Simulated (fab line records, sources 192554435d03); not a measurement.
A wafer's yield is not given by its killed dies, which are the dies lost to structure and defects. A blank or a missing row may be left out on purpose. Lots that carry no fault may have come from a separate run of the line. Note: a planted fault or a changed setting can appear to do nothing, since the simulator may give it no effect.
fab line records ; flow n5-finfet ; part 2 of 2: steps 5 to 6 of 6
record lots=24; wafers=72; last-day=22
route steps=1938 shown ZERO_LAYER@4 WELL_APT@29 FIN_SAQP@100 FIN_CUT@164
lots that met no fault: from a run of the same line without faults
start-h: start of the lot's first displayed wafer, in hours after the record's first day ; wait-h: hours since the lot's step before ; " same as the row above ; L1.1+2: one row covering several wafers at once ; - either no value or no given start ; * or withheld: withheld ; < > ~ a bound
route shown NAME@n: NAME is a module with steps in the file, n the number in the route of the first one ; usual: mean/standard deviation of fault-free wafers ; same: alike in all rows ; chamber/n: place in a boat ; sites: per-site readings ; _std_site: the values' standard deviation ; _edge_site: inner sites' mean taken away from outer sites' mean ; radius-mm: for every site, how far away it sits from the centre of the wafer ; mask NAME#n: copy n ; behind: the tool/chamber that last shaped the wafer ; hold: what put the lot on hold/how long, in hours/how the hold closed ; device: whichever transistor did not switch (one of n, p or np) ; end of line: the tests these same wafers got at the end of their route ; where a step has no rows: the recipe by itself ; killed: dies that structure and defects cost at the first sort, which is not the same as the wafer's yield ; map: per-die view of a wafer (x killed, . not killed, _ where there is no die)
set.NAME: the setting that was run; set.NAME@STEP: the one run at that earlier step ; model.NAME: the simulator's own value behind a step, which no gauge read
the route's steps for a sample of lots (tables are steps, rows are wafers)
services: when a tool's chamber went out of use (start-h, in hours from the record's first day, below 0 if earlier), for how many hours, and the reason
## steps
# step N5_FIN_SAQP_STRIP_77
# recipe chemistry=N2/H2; time-s=90; power-w=100; temp-c=40; pressure-mtorr=100; rf-frequency-hz=6e+07; bias-power-w=3; n2-flow-sccm=300; h2-flow-sccm=300
# usual chamber-pressure-mTorr=100.00/0.099; drypump-motor-current-A=5.8/0.44; oes-product-au=0.75/0.072; rf-vpp-V=45.3/0.93; showerhead-plenum-p-Torr=3.39/0.12; throttle-valve-pct=12.35/0.18
lot.wafer;tool;chamber;start-h;wait-h;chamber-pressure-mTorr;drypump-motor-current-A;oes-product-au;rf-hours-counter-h;rf-vpp-V;showerhead-plenum-p-Torr;throttle-valve-pct
L074.1;rie-diel-05;1;26.45;0.0;99.97;5.4;0.70;204;44.5;3.23;12.48
L074.3;rie-diel-05;3;26.45;0.0;99.97;6.6;0.75;133;46.3;3.51;12.21
L074.5;rie-diel-05;0;26.45;0.0;99.97;6.3;0.71;-;46.8;3.49;12.62
L075.2;rie-diel-04;3;31.94;0.0;99.85;5.1;0.74;182;46.2;3.49;12.47
L075.4;rie-diel-04;2;31.94;0.0;99.95;5.2;0.74;155;43.9;3.36;12.17
L075.5;rie-diel-04;3;31.94;0.0;100.02;5.1;0.74;-;45.9;3.49;12.47
L076.4;rie-diel-05;3;37.70;0.0;99.93;6.6;0.74;138;43.7;3.51;12.24
L076.5;rie-diel-05;3;37.70;0.0;100.08;6.7;0.75;-;45.4;3.51;12.22
L076.6;rie-diel-05;0;37.70;0.0;100.17;6.3;0.71;-;44.3;3.49;12.62
L077.1;rie-diel-04;2;45.58;0.0;100.04;5.2;0.74;159;45.5;3.36;12.18
L077.4;rie-diel-04;1;45.58;0.0;99.95;5.6;0.71;246;44.3;3.33;12.74
L077.6;rie-diel-04;0;45.58;0.0;99.99;6.1;0.71;-;44.2;3.22;12.46
L078.4;rie-diel-04;2;50.47;0.0;100.02;5.2;0.74;161;44.7;3.36;12.20
L078.5;rie-diel-04;1;50.47;0.0;99.98;5.5;0.69;-;43.0;3.32;12.74
L078.6;rie-diel-04;2;50.47;0.0;100.00;5.2;0.74;-;44.1;3.36;12.17
L079.1;rie-diel-04;0;56.07;0.0;100.01;6.1;0.71;212;45.6;3.22;12.47
L079.3;rie-diel-04;3;56.07;0.0;100.11;5.1;0.74;191;45.4;3.48;12.48
L079.4;rie-diel-04;0;56.07;0.0;99.98;6.1;0.71;-;45.7;3.22;12.46
L080.3;rie-diel-02;0;62.00;0.0;100.09;5.6;0.74;155;46.0;3.24;12.10
L080.4;rie-diel-02;3;62.00;0.0;99.97;5.6;0.81;105;45.1;3.27;12.29
L080.5;rie-diel-02;0;62.00;0.0;99.97;5.6;0.73;-;45.1;3.25;12.10
L081.1;rie-diel-02;3;68.03;0.0;99.87;5.6;0.81;107;44.7;3.27;12.29
L081.2;rie-diel-02;0;68.03;0.0;99.91;5.6;0.74;157;43.7;3.24;12.11
L081.4;rie-diel-02;1;68.03;0.0;99.91;5.8;0.76;129;47.1;3.52;12.17
L082.1;rie-diel-05;1;74.86;0.0;99.91;5.4;0.70;219;43.7;3.22;12.53
L082.3;rie-diel-05;3;74.86;0.0;100.19;6.7;0.73;150;45.0;3.51;12.27
L082.6;rie-diel-05;0;74.86;0.0;99.82;6.3;0.70;-;43.4;3.48;12.67
L083.2;rie-diel-05;1;82.31;0.0;100.17;5.4;0.69;222;46.2;3.22;12.52
L083.3;rie-diel-05;0;82.31;0.0;99.90;6.3;0.70;238;43.8;3.48;12.66
L083.4;rie-diel-05;2;82.31;0.0;99.93;5.8;0.71;189;46.7;3.49;12.51
L084.4;rie-diel-04;1;86.51;0.0;100.09;5.6;0.99;-;45.7;3.32;12.10
L084.5;rie-diel-04;2;86.51;0.0;100.25;5.2;0.73;-;44.5;3.35;12.23
L084.6;rie-diel-04;0;86.51;0.0;100.14;6.1;0.70;-;44.2;3.21;12.52
L085.1;rie-diel-02;2;94.19;0.0;100.00;5.7;0.84;67;45.3;3.57;12.24
L085.2;rie-diel-02;1;94.19;0.0;99.96;5.8;0.76;136;44.9;3.52;12.18
L085.6;rie-diel-02;3;94.19;0.0;100.00;5.6;0.80;-;45.5;3.26;12.30
L086.3;rie-diel-02;2;101.70;0.0;99.98;5.7;0.84;69;46.3;3.57;12.24
L086.5;rie-diel-02;1;101.70;0.0;100.02;5.8;0.76;-;46.7;3.52;12.18
L086.6;rie-diel-02;0;101.70;0.0;99.88;5.6;0.73;-;45.1;3.24;12.14
L087.2;rie-diel-02;2;106.39;0.0;100.22;5.7;0.83;71;47.1;3.56;12.24
L087.4;rie-diel-02;1;106.39;0.0;100.10;5.8;0.76;140;46.2;3.52;12.18
L087.6;rie-diel-02;1;106.39;0.0;99.95;5.8;0.76;-;45.9;3.52;12.19
L088.2;rie-diel-05;3;110.77;0.0;99.86;6.7;0.72;163;46.0;3.50;12.29
L088.5;rie-diel-05;0;110.77;0.0;99.90;6.3;0.68;-;45.5;3.47;12.70
L088.6;rie-diel-05;3;110.77;0.0;99.98;6.6;0.71;-;44.8;3.50;12.28
L089.1;rie-diel-02;3;116.60;0.0;99.86;5.6;0.79;123;46.2;3.26;12.34
L089.2;rie-diel-02;1;116.60;0.0;100.02;5.8;0.75;145;44.5;3.51;12.19
L089.3;rie-diel-02;0;116.60;0.0;99.91;5.6;0.72;173;44.9;3.24;12.15
L090.3;rie-diel-04;2;122.01;0.0;100.15;5.2;0.72;189;45.5;3.34;12.25
L090.5;rie-diel-04;1;122.01;0.0;100.12;5.6;0.94;-;45.4;3.31;12.15
L090.6;rie-diel-04;0;122.01;0.0;99.92;6.1;0.69;-;45.5;3.21;12.53
L091.1;rie-diel-02;3;129.51;0.0;100.03;5.7;0.79;127;45.4;3.26;12.33
L091.2;rie-diel-02;0;129.51;0.0;100.00;5.6;0.72;177;44.4;3.23;12.17
L091.3;rie-diel-02;1;129.51;0.0;99.99;5.8;0.75;148;45.0;3.51;12.21
L092.1;rie-diel-04;1;134.55;0.0;100.11;5.6;0.93;24;44.6;3.31;12.19
L092.2;rie-diel-04;2;134.55;0.0;99.88;5.2;0.70;194;46.5;3.34;12.27
L092.5;rie-diel-04;3;134.55;0.0;99.99;5.1;0.70;-;43.0;3.47;12.55
L093.1;rie-diel-04;0;139.65;0.0;100.01;6.1;0.69;244;44.5;3.20;12.53
L093.4;rie-diel-04;2;139.65;0.0;100.12;5.2;0.71;196;44.4;3.34;12.28
L093.5;rie-diel-04;0;139.65;0.0;99.90;6.1;0.69;-;45.2;3.20;12.53
L094.1;rie-diel-05;3;146.76;0.0;100.12;6.6;0.71;179;45.2;3.49;12.33
L094.5;rie-diel-05;1;146.76;0.0;99.93;5.4;0.68;-;44.0;3.21;12.59
L094.6;rie-diel-05;0;146.76;0.0;100.01;6.3;0.95;-;44.2;3.47;12.05
L095.4;rie-diel-02;2;151.64;0.0;99.98;5.7;0.81;-;45.3;3.56;12.29
L095.5;rie-diel-02;3;151.64;0.0;100.02;5.6;0.78;-;45.5;3.25;12.36
L095.6;rie-diel-02;1;151.64;0.0;100.04;5.8;0.74;-;45.2;3.51;12.24
L096.3;rie-diel-05;0;158.52;0.0;100.09;6.3;0.95;8;46.8;3.47;12.09
L096.4;rie-diel-05;2;158.52;0.0;99.93;5.8;0.70;-;47.0;3.47;12.59
L096.6;rie-diel-05;3;158.52;0.0;99.94;6.6;0.71;-;45.1;3.49;12.35
L097.3;rie-diel-04;3;164.88;0.0;100.09;5.1;0.70;228;45.0;3.46;12.58
L097.4;rie-diel-04;1;164.88;0.0;99.98;5.6;0.92;-;44.3;3.30;12.18
L097.5;rie-diel-04;2;164.88;0.0;99.82;5.1;0.71;-;46.5;3.33;12.28
# step N5_FIN_CUT_OVL_MEAS_09
# recipe points-per-wafer=522
# usual FIN_CUT_OVL=-0.7/0.65
lot.wafer;tool;chamber;start-h;wait-h;FIN_CUT_OVL[nm]
L074.1;overlay-02;0;27.28;0.0;-1.0
L074.3;overlay-02;0;27.28;0.0;-0.7
L074.5;overlay-02;0;27.28;0.0;-1.2
L075.2;overlay-01;0;32.74;0.0;-0.5
L075.4;overlay-01;0;32.74;0.0;-1.1
L075.5;overlay-01;0;32.74;0.0;-0.8
L076.4;overlay-02;0;38.50;0.0;0.1
L076.5;overlay-02;0;38.50;0.0;0.1
L076.6;overlay-02;0;38.50;0.0;0.4
L077.1;overlay-02;0;46.37;0.0;-1.4
L077.4;overlay-02;0;46.37;0.0;0.2
L077.6;overlay-02;0;46.37;0.0;-0.4
L078.4;overlay-02;0;51.39;0.0;0.4
L078.5;overlay-02;0;51.39;0.0;-0.7
L078.6;overlay-02;0;51.39;0.0;-0.8
L079.1;overlay-01;0;56.85;0.0;-1.1
L079.3;overlay-01;0;56.85;0.0;-1.3
L079.4;overlay-01;0;56.85;0.0;-0.4
L080.3;overlay-02;0;63.03;0.0;-1.5
L080.4;overlay-02;0;63.03;0.0;-0.6
L080.5;overlay-02;0;63.03;0.0;-0.6
L081.1;overlay-02;0;68.80;0.0;-0.4
L081.2;overlay-02;0;68.80;0.0;-1.5
L081.4;overlay-02;0;68.80;0.0;-1.1
L082.1;overlay-01;0;75.65;0.0;-0.7
L082.3;overlay-01;0;75.65;0.0;0.3
L082.6;overlay-01;0;75.65;0.0;0.1
L083.2;overlay-02;0;83.09;0.0;-1.7
L083.3;overlay-02;0;83.09;0.0;-0.1
L083.4;overlay-02;0;83.09;0.0;-1.0
L084.4;overlay-02;0;87.26;0.0;-0.7
L084.5;overlay-02;0;87.26;0.0;-1.2
L084.6;overlay-02;0;87.26;0.0;-1.2
L085.1;overlay-02;0;94.97;0.0;-0.4
L085.2;overlay-02;0;94.97;0.0;-0.1
L085.6;overlay-02;0;94.97;0.0;-0.7
L086.3;overlay-01;0;102.49;0.0;-1.0
L086.5;overlay-01;0;102.49;0.0;-1.0
L086.6;overlay-01;0;102.49;0.0;0.1
L087.2;overlay-02;0;107.17;0.0;0.4
L087.4;overlay-02;0;107.17;0.0;-0.1
L087.6;overlay-02;0;107.17;0.0;-0.1
L088.2;overlay-02;0;111.68;0.0;-2.3
L088.5;overlay-02;0;111.68;0.0;-0.6
L088.6;overlay-02;0;111.68;0.0;-1.5
L089.1;overlay-01;0;117.38;0.0;0.0
L089.2;overlay-01;0;117.38;0.0;-1.0
L089.3;overlay-01;0;117.38;0.0;-0.8
L090.3;overlay-02;0;122.80;0.0;-1.1
L090.5;overlay-02;0;122.80;0.0;-0.7
L090.6;overlay-02;0;122.80;0.0;-0.1
L091.1;overlay-02;0;130.28;0.0;-1.3
L091.2;overlay-02;0;130.28;0.0;-0.9
L091.3;overlay-02;0;130.28;0.0;-1.9
L092.1;overlay-02;0;135.34;0.0;-0.9
L092.2;overlay-02;0;135.34;0.0;-0.8
L092.5;overlay-02;0;135.34;0.0;-0.9
L093.1;overlay-02;0;140.42;0.0;-0.2
L093.4;overlay-02;0;140.42;0.0;-1.3
L093.5;overlay-02;0;140.42;0.0;-1.6
L094.1;overlay-01;0;147.54;0.0;-1.3
L094.5;overlay-01;0;147.54;0.0;-1.2
L094.6;overlay-01;0;147.54;0.0;0.0
L095.4;overlay-02;0;152.38;0.0;-0.4
L095.5;overlay-02;0;152.38;0.0;-0.9
L095.6;overlay-02;0;152.38;0.0;-0.4
L096.3;overlay-02;0;159.45;0.0;-1.3
L096.4;overlay-02;0;159.45;0.0;-1.5
L096.6;overlay-02;0;159.45;0.0;-0.8
L097.3;overlay-01;0;165.79;0.0;-0.7
L097.4;overlay-01;0;165.79;0.0;-0.3
L097.5;overlay-01;0;165.79;0.0;-1.7
## services
tool;chamber;start-h;hours;kind
pecvd-03;1;-1.28;21.5;repair
pecvd-02;1;10.33;10.0;repair
pecvd-03;0;20.00;5.5;scheduled-down
pecvd-03;-;31.31;1.3;repair
pecvd-02;-;31.44;0.4;repair
rie-diel-04;1;54.35;-;clean
rie-diel-04;1;54.35;-;consumable-replace:focus-ring
rie-diel-04;1;54.35;18.2;scheduled-down
rie-diel-04;1;54.35;18.2;vent-cycle
pecvd-01;0;59.15;15.6;repair
pecvd-03;1;65.16;3.6;repair
rie-diel-04;3;81.15;6.9;repair
pecvd-03;-;118.87;2.8;pm
rie-diel-05;1;126.71;2.8;repair
pecvd-03;2;127.20;5.5;scheduled-down
pecvd-02;-;135.57;2.8;pm
rie-diel-05;2;144.20;3.8;repair
pecvd-02;-;146.48;1.5;repair
rie-diel-04;0;157.01;-;clean
rie-diel-04;0;157.01;-;consumable-replace:focus-ring
rie-diel-04;0;157.01;-;consumable-replace:showerhead
rie-diel-04;0;157.01;20.0;scheduled-down
rie-diel-04;0;157.01;20.0;vent-cycle
pecvd-01;-;162.13;6.0;pm
